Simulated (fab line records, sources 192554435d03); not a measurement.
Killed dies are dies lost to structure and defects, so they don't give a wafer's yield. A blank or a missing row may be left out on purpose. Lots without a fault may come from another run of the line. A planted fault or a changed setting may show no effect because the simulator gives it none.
Which tool did it? | flow n5_finfet | 15 lots, 45 wafers sampled, at 6 steps of a route of 1938

WHAT THE GAUGES READ, wafer by wafer
N5_BEOL_M7_CD_MEAS_35: target cd 40 nm.
lot  | measured     | on        | cd_nm (nm)
L317 | day 9 14:08  | cd_sem-03 | 39.7 39.9 39.8
L316 | day 9 17:39  | cd_sem-01 | 39.8 39.2 40.5
L318 | day 9 19:38  | cd_sem-02 | 39.4 40.1 39.4
L319 | day 10 00:05 | cd_sem-02 | 40.0 40.4 39.6
L321 | day 10 05:32 | cd_sem-01 | 38.7 39.3 39.0
L322 | day 10 17:52 | cd_sem-02 | 40.1 39.9 39.8
L323 | day 11 02:05 | cd_sem-02 | 39.4 39.3 38.2
L324 | day 11 14:54 | cd_sem-02 | 40.0 39.2 40.4
L330 | day 12 17:34 | cd_sem-03 | 39.8 38.7 39.2
L332 | day 13 04:49 | cd_sem-03 | 39.8 39.7 39.8
L333 | day 13 21:06 | cd_sem-01 | 39.3 39.6 39.3
L335 | day 13 22:44 | cd_sem-01 | 39.4 40.0 40.3
L336 | day 14 07:56 | cd_sem-01 | 40.1 39.2 39.4
L338 | day 14 16:05 | cd_sem-02 | 39.3 39.9 39.2
L339 | day 14 20:37 | cd_sem-03 | 39.7 39.8 39.3

N5_BEOL_M7_RS_MEAS_57: measures by four-point-probe.
lot  | measured     | on            | M7_RS (ohm/sq)
L317 | day 9 17:46  | film_metro-02 | 0.290 0.290 0.296
L316 | day 9 20:54  | film_metro-02 | 0.285 0.285 0.280
L318 | day 9 22:19  | film_metro-02 | 0.288 0.295 0.294
L319 | day 10 03:55 | film_metro-01 | 0.294 0.283 0.291
L321 | day 10 08:35 | film_metro-01 | 0.294 0.296 0.296
L322 | day 10 22:01 | film_metro-01 | 0.292 0.291 0.299
L323 | day 11 04:46 | film_metro-02 | 0.283 0.287 0.286
L324 | day 11 17:06 | film_metro-02 | 0.290 0.289 0.280
L330 | day 12 20:29 | film_metro-01 | 0.290 0.299 0.274
L332 | day 13 07:20 | film_metro-01 | 0.288 0.296 0.297
L333 | day 14 00:05 | film_metro-01 | 0.290 0.292 0.285
L335 | day 14 01:09 | film_metro-01 | 0.266 0.277 0.270
L336 | day 14 11:28 | film_metro-01 | 0.279 0.285 0.287
L338 | day 14 18:29 | film_metro-02 | 0.271 0.290 0.278
L339 | day 14 22:56 | film_metro-02 | 0.286 0.283 0.291

N5_BEOL_M8_CD_MEAS_18: pitch 80 nm, target cd 40 nm.
lot  | measured     | on        | cd_nm (nm)
L317 | day 9 21:14  | cd_sem-01 | 39.8 40.3 39.8
L316 | day 9 22:44  | cd_sem-02 | 40.0 39.7 40.3
L318 | day 10 00:49 | cd_sem-02 | 41.1 40.7 40.4
L319 | day 10 05:56 | cd_sem-01 | 40.5 40.9 40.2
L321 | day 10 11:46 | cd_sem-01 | 39.6 39.7 40.0
L322 | day 11 00:06 | cd_sem-01 | - - -
L323 | day 11 07:56 | cd_sem-03 | - - -
L324 | day 11 19:58 | cd_sem-01 | - - -
L330 | day 12 22:34 | cd_sem-01 | 40.4 39.9 39.9
L332 | day 13 11:22 | cd_sem-01 | 40.8 40.3 40.2
L333 | day 14 02:23 | cd_sem-03 | 40.2 40.1 40.2
L335 | day 14 02:56 | cd_sem-02 | 41.0 40.2 40.3
L336 | day 14 15:43 | cd_sem-03 | 40.3 40.4 40.3
L338 | day 14 21:25 | cd_sem-03 | 40.4 40.9 40.9
L339 | day 15 01:26 | cd_sem-01 | 39.2 40.0 39.7

WHICH TOOL RAN EACH LOT (tool, then ch and the chambers of the sampled wafers, then the start)
lot  | N5_BEOL_M7_PRE_CLEAN_45      | N5_BEOL_M8_HM_DEP_02         | N5_BEOL_M8_HM_OPEN_17
L317 | pvd_sputter-03, day 9 14:35  | pvd_sputter-02, day 9 20:01  | rie_metal-03 ch 0,1, day 9 21:05
L316 | pvd_sputter-01, day 9 18:03  | pvd_sputter-03, day 9 21:40  | rie_metal-02 ch 0,1, day 9 22:33
L318 | pvd_sputter-02, day 9 20:23  | pvd_sputter-01, day 9 23:53  | rie_metal-01 ch 0,1, day 10 00:38
L319 | pvd_sputter-03, day 10 00:29 | pvd_sputter-02, day 10 05:01 | rie_metal-01 ch 0,1, day 10 05:45
L321 | pvd_sputter-01, day 10 07:07 | pvd_sputter-02, day 10 10:25 | rie_metal-03 ch 0,1, day 10 11:23
L322 | pvd_sputter-02, day 10 18:34 | pvd_sputter-01, day 10 23:03 | rie_metal-02 ch 0, day 10 23:55
L323 | pvd_sputter-03, day 11 03:01 | pvd_sputter-02, day 11 06:52 | rie_metal-03 ch 0,1, day 11 07:43
L324 | pvd_sputter-01, day 11 15:23 | pvd_sputter-03, day 11 18:34 | rie_metal-03 ch 0,1, day 11 19:35
L330 | pvd_sputter-02, day 12 18:42 | pvd_sputter-03, day 12 21:13 | rie_metal-02 ch 0,1, day 12 22:24
L332 | pvd_sputter-03, day 13 05:31 | pvd_sputter-01, day 13 10:27 | rie_metal-02 ch 0,1, day 13 11:11
L333 | pvd_sputter-01, day 13 22:31 | pvd_sputter-01, day 14 01:20 | rie_metal-01 ch 0,1, day 14 02:13
L335 | pvd_sputter-01, day 13 23:35 | pvd_sputter-02, day 14 01:53 | rie_metal-02 ch 0,1, day 14 02:45
L336 | pvd_sputter-02, day 14 08:40 | pvd_sputter-01, day 14 14:07 | rie_metal-01 ch 0,1, day 14 15:32
L338 | pvd_sputter-03, day 14 16:43 | pvd_sputter-01, day 14 20:20 | rie_metal-01 ch 0,1, day 14 21:14
L339 | pvd_sputter-01, day 14 21:06 | pvd_sputter-03, day 15 00:18 | rie_metal-03 ch 0,1, day 15 01:11
- N5_BEOL_M7_PRE_CLEAN_45: time 30 s.
- N5_BEOL_M8_HM_DEP_02: deposits TiN, target thk 20 nm.
- N5_BEOL_M8_HM_OPEN_17: chemistry Cl2/BCl3, target TiN, target depth 20 nm, overetch 6 nm.

WHAT THE TOOLS THEMSELVES READ (means of the sampled wafers that have a number; where no wafer has one, the mark that the record gives instead)
N5_BEOL_M7_PRE_CLEAN_45.
lot  | tool           | heater_power_w (W)
L317 | pvd_sputter-03 | 370
L316 | pvd_sputter-01 | 317
L318 | pvd_sputter-02 | 344
L319 | pvd_sputter-03 | 354
L321 | pvd_sputter-01 | 313
L322 | pvd_sputter-02 | 349
L323 | pvd_sputter-03 | 360
L324 | pvd_sputter-01 | 310
L330 | pvd_sputter-02 | 376
L332 | pvd_sputter-03 | 354
L333 | pvd_sputter-01 | 316
L335 | pvd_sputter-01 | 308
L336 | pvd_sputter-02 | 362
L338 | pvd_sputter-03 | 360
L339 | pvd_sputter-01 | 312

N5_BEOL_M8_HM_DEP_02.
lot  | tool           | chamber_pressure_pa (Pa) | substrate_temp_c (C) | throttle_valve_pct (%)
L317 | pvd_sputter-02 | 0.4998                   | 25.05                | 30.4
L316 | pvd_sputter-03 | 0.5000                   | 25.01                | 30.9
L318 | pvd_sputter-01 | 0.5001                   | 25.09                | 30.1
L319 | pvd_sputter-02 | 0.4997                   | 25.07                | 30.2
L321 | pvd_sputter-02 | 0.5005                   | 24.98                | 30.3
L322 | pvd_sputter-01 | -                        | -                    | -
L323 | pvd_sputter-02 | -                        | -                    | -
L324 | pvd_sputter-03 | -                        | -                    | -
L330 | pvd_sputter-03 | 0.4997                   | 24.95                | 31.0
L332 | pvd_sputter-01 | 0.4999                   | 25.04                | 30.2
L333 | pvd_sputter-01 | 0.4991                   | 25.03                | 29.8
L335 | pvd_sputter-02 | 0.5001                   | 25.03                | 30.2
L336 | pvd_sputter-01 | 0.4998                   | 25.05                | 29.9
L338 | pvd_sputter-01 | 0.4998                   | 24.99                | 30.4
L339 | pvd_sputter-03 | 0.4996                   | 24.94                | 31.4

N5_BEOL_M8_HM_OPEN_17.
lot  | tool         | drypump_motor_current_A (A) | oes_product_au (a.u.) | throttle_valve_pct (%)
L317 | rie_metal-03 | 5.5                         | 0.64                  | 22.04
L316 | rie_metal-02 | 5.6                         | 0.65                  | 22.06
L318 | rie_metal-01 | 6.3                         | 0.68                  | 22.02
L319 | rie_metal-01 | 6.1                         | 0.65                  | 21.97
L321 | rie_metal-03 | 5.3                         | 0.67                  | 22.05
L322 | rie_metal-02 | 5.9                         | 0.33                  | 22.53
L323 | rie_metal-03 | 5.4                         | 0.30                  | 22.69
L324 | rie_metal-03 | 5.5                         | 0.28                  | 22.70
L330 | rie_metal-02 | 5.6                         | 0.64                  | 22.07
L332 | rie_metal-02 | 5.8                         | 0.67                  | 21.99
L333 | rie_metal-01 | 6.4                         | 0.65                  | 22.04
L335 | rie_metal-02 | 5.8                         | 0.67                  | 21.98
L336 | rie_metal-01 | 6.3                         | 0.64                  | 22.07
L338 | rie_metal-01 | 6.1                         | 0.62                  | 22.02
L339 | rie_metal-03 | 5.4                         | 0.65                  | 22.06

THE ANSWER, worked out from the rows above alone
Rule: what is usual is taken from the lots themselves. Put in order of their means at a reading, lots are off if they are a third of the lots or fewer, leave a main group of 4 or more, and stand apart from it by a gap of 3 or more times the standard deviation of the main group's means; of several such gaps the widest counts. A main group whose means are all the same, to the digits that the tables above print for the reading, isn't used. A lot without any number at a reading at which 4 lots or more have one is off too. The other lots that the step has rows for count as sound. The gauges are gone through in route order, then the tools' own readings, and for those a lot's mean is taken as printed above. The first step at which some lot is off is used, and at that step the reading that is off furthest; a lot without a number counts as furthest.
Off: L322, L323, L324, at N5_BEOL_M8_CD_MEAS_18 (cd_nm). Without a number there: L322, L323, L324. The main group: mean 40.2 nm, standard deviation 0.35.
A tool fits if, at a process step before that reading, it ran every lot that is off, and no sound lot after the first of them. The gauges at N5_BEOL_M8_CD_MEAS_18 aren't tried: what is off there is off at N5_BEOL_M8_HM_DEP_02 too, on other tools, and a gauge's error can't cause that. None of those tried fits.

WHAT THE SIMULATOR HAD PUT IN
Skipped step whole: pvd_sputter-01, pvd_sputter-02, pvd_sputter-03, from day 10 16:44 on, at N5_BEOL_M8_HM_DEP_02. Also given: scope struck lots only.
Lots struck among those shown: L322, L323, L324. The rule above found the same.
